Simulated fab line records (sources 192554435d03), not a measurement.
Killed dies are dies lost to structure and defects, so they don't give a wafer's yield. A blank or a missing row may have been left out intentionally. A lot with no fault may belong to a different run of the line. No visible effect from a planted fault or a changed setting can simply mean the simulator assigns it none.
Chamber matching :: flow n5Finfet :: N5_HKMG_FIN_DESCUM_17 on rieDiel-06 has 4 sister chambers
The step chemistry O2, time 7.9 s. 24 wafers are shown with their chamber, then 12 later ones without.

== EACH WAFER AND ITS CHAMBER ==
wafer: L077.1
chamber: 3
showerheadPlenumPTorr (Torr): 2.08
throttleValvePct (%): 20.68
oesProductAu (a.u.): 0.71

wafer: L077.2
chamber: 1
showerheadPlenumPTorr (Torr): 2.17
throttleValvePct (%): 21.02
oesProductAu (a.u.): 0.69

wafer: L077.3
chamber: 2
showerheadPlenumPTorr (Torr): 2.05
throttleValvePct (%): 20.20
oesProductAu (a.u.): 0.96

wafer: L078.1
chamber: 3
showerheadPlenumPTorr (Torr): 2.08
throttleValvePct (%): 20.66
oesProductAu (a.u.): 0.72

wafer: L078.2
chamber: 1
showerheadPlenumPTorr (Torr): 2.16
throttleValvePct (%): 21.03
oesProductAu (a.u.): 0.68

wafer: L078.5
chamber: 3
showerheadPlenumPTorr (Torr): 2.08
throttleValvePct (%): 20.68
oesProductAu (a.u.): 0.71

wafer: L080.4
chamber: 2
showerheadPlenumPTorr (Torr): 2.05
throttleValvePct (%): 20.23
oesProductAu (a.u.): 0.92

wafer: L080.5
chamber: 1
showerheadPlenumPTorr (Torr): 2.16
throttleValvePct (%): 21.02
oesProductAu (a.u.): 0.68

wafer: L080.6
chamber: 3
showerheadPlenumPTorr (Torr): 2.08
throttleValvePct (%): 20.68
oesProductAu (a.u.): 0.71

wafer: L086.2
chamber: 3
showerheadPlenumPTorr (Torr): 2.07
throttleValvePct (%): 20.71
oesProductAu (a.u.): 0.70

wafer: L086.3
chamber: 2
showerheadPlenumPTorr (Torr): 2.04
throttleValvePct (%): 20.24
oesProductAu (a.u.): 0.90

wafer: L086.6
chamber: 0
showerheadPlenumPTorr (Torr): 2.05
throttleValvePct (%): 20.60
oesProductAu (a.u.): 0.92

wafer: L088.1
chamber: 2
showerheadPlenumPTorr (Torr): 2.04
throttleValvePct (%): 20.26
oesProductAu (a.u.): 0.89

wafer: L088.5
chamber: 3
showerheadPlenumPTorr (Torr): 2.07
throttleValvePct (%): 20.72
oesProductAu (a.u.): 0.69

wafer: L088.6
chamber: 2
showerheadPlenumPTorr (Torr): 2.04
throttleValvePct (%): 20.24
oesProductAu (a.u.): 0.89

wafer: L089.1
chamber: 1
showerheadPlenumPTorr (Torr): 2.16
throttleValvePct (%): 20.67
oesProductAu (a.u.): 0.94

wafer: L089.2
chamber: 2
showerheadPlenumPTorr (Torr): 2.04
throttleValvePct (%): 20.25
oesProductAu (a.u.): 0.89

wafer: L089.6
chamber: 2
showerheadPlenumPTorr (Torr): 2.04
throttleValvePct (%): 20.26
oesProductAu (a.u.): 0.89

wafer: L090.1
chamber: 2
showerheadPlenumPTorr (Torr): 2.04
throttleValvePct (%): 20.25
oesProductAu (a.u.): 0.88

wafer: L090.4
chamber: 1
showerheadPlenumPTorr (Torr): 2.16
throttleValvePct (%): 20.69
oesProductAu (a.u.): 0.94

wafer: L090.5
chamber: 3
showerheadPlenumPTorr (Torr): 2.07
throttleValvePct (%): 20.72
oesProductAu (a.u.): 0.69

wafer: L091.1
chamber: 3
showerheadPlenumPTorr (Torr): 2.07
throttleValvePct (%): 20.73
oesProductAu (a.u.): 0.70

wafer: L091.4
chamber: 0
showerheadPlenumPTorr (Torr): 2.05
throttleValvePct (%): 20.58
oesProductAu (a.u.): 0.90

wafer: L091.5
chamber: 2
showerheadPlenumPTorr (Torr): 2.04
throttleValvePct (%): 20.26
oesProductAu (a.u.): 0.89

SIGNATURES, as means of the wafers listed above
reading: showerheadPlenumPTorr
chamber 0: 2.0500
chamber 1: 2.1620
chamber 2: 2.0422
chamber 3: 2.0750
scatter within a chamber: 0.00467

reading: throttleValvePct
chamber 0: 20.5900
chamber 1: 20.8860
chamber 2: 20.2433
chamber 3: 20.6975
scatter within a chamber: 0.0864

reading: oesProductAu
chamber 0: 0.9100
chamber 1: 0.7860
chamber 2: 0.9011
chamber 3: 0.7037
scatter within a chamber: 0.0652
Rule: a wafer's distance from a chamber is the root of the sum, over the readings, of the square of ((its reading less the chamber's mean) divided by the reading's scatter). The wafer belongs to the nearest chamber; if the next one is less than 2 further off, it can't be placed. The scatter is the square root of a quotient: the sum, over the shown wafers, of each reading's squared deviation from its chamber's mean, divided by wafers minus chambers.

== WAFERS WITHOUT THEIR CHAMBER ==
wafer: L093.2
showerheadPlenumPTorr (Torr): 2.03
throttleValvePct (%): 20.27
oesProductAu (a.u.): 0.87

wafer: L093.5
showerheadPlenumPTorr (Torr): 2.03
throttleValvePct (%): 20.26
oesProductAu (a.u.): 0.86

wafer: L093.6
showerheadPlenumPTorr (Torr): 2.15
throttleValvePct (%): 20.70
oesProductAu (a.u.): 0.92

wafer: L095.3
showerheadPlenumPTorr (Torr): 2.05
throttleValvePct (%): 20.63
oesProductAu (a.u.): 0.87

wafer: L095.5
showerheadPlenumPTorr (Torr): 2.05
throttleValvePct (%): 20.62
oesProductAu (a.u.): 0.87

wafer: L095.6
showerheadPlenumPTorr (Torr): 2.15
throttleValvePct (%): 20.68
oesProductAu (a.u.): 0.91

wafer: L096.3
showerheadPlenumPTorr (Torr): 2.15
throttleValvePct (%): 20.68
oesProductAu (a.u.): 0.90

wafer: L096.4
showerheadPlenumPTorr (Torr): 2.06
throttleValvePct (%): 20.75
oesProductAu (a.u.): 0.68

wafer: L096.5
showerheadPlenumPTorr (Torr): 2.03
throttleValvePct (%): 20.27
oesProductAu (a.u.): 0.86

wafer: L097.2
showerheadPlenumPTorr (Torr): 2.05
throttleValvePct (%): 20.61
oesProductAu (a.u.): 0.87

wafer: L097.4
showerheadPlenumPTorr (Torr): 2.06
throttleValvePct (%): 20.75
oesProductAu (a.u.): 0.68

wafer: L097.5
showerheadPlenumPTorr (Torr): 2.05
throttleValvePct (%): 20.61
oesProductAu (a.u.): 0.88

== WHICH CHAMBER EACH WENT THROUGH ==
wafer: L093.2
from the rows above: 2
in truth: 2

wafer: L093.5
from the rows above: 2
in truth: 2

wafer: L093.6
from the rows above: 1
in truth: 1

wafer: L095.3
from the rows above: 0
in truth: 0

wafer: L095.5
from the rows above: 0
in truth: 0

wafer: L095.6
from the rows above: 1
in truth: 1

wafer: L096.3
from the rows above: 1
in truth: 1

wafer: L096.4
from the rows above: can't be placed: 3 or 0
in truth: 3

wafer: L096.5
from the rows above: 2
in truth: 2

wafer: L097.2
from the rows above: 0
in truth: 0

wafer: L097.4
from the rows above: can't be placed: 3 or 0
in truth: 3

wafer: L097.5
from the rows above: 0
in truth: 0
Correctly placed: 10 of 12. From these rows, 2 cannot be placed; in 2 the true chamber is one of the candidates. Placed wrongly: 0.
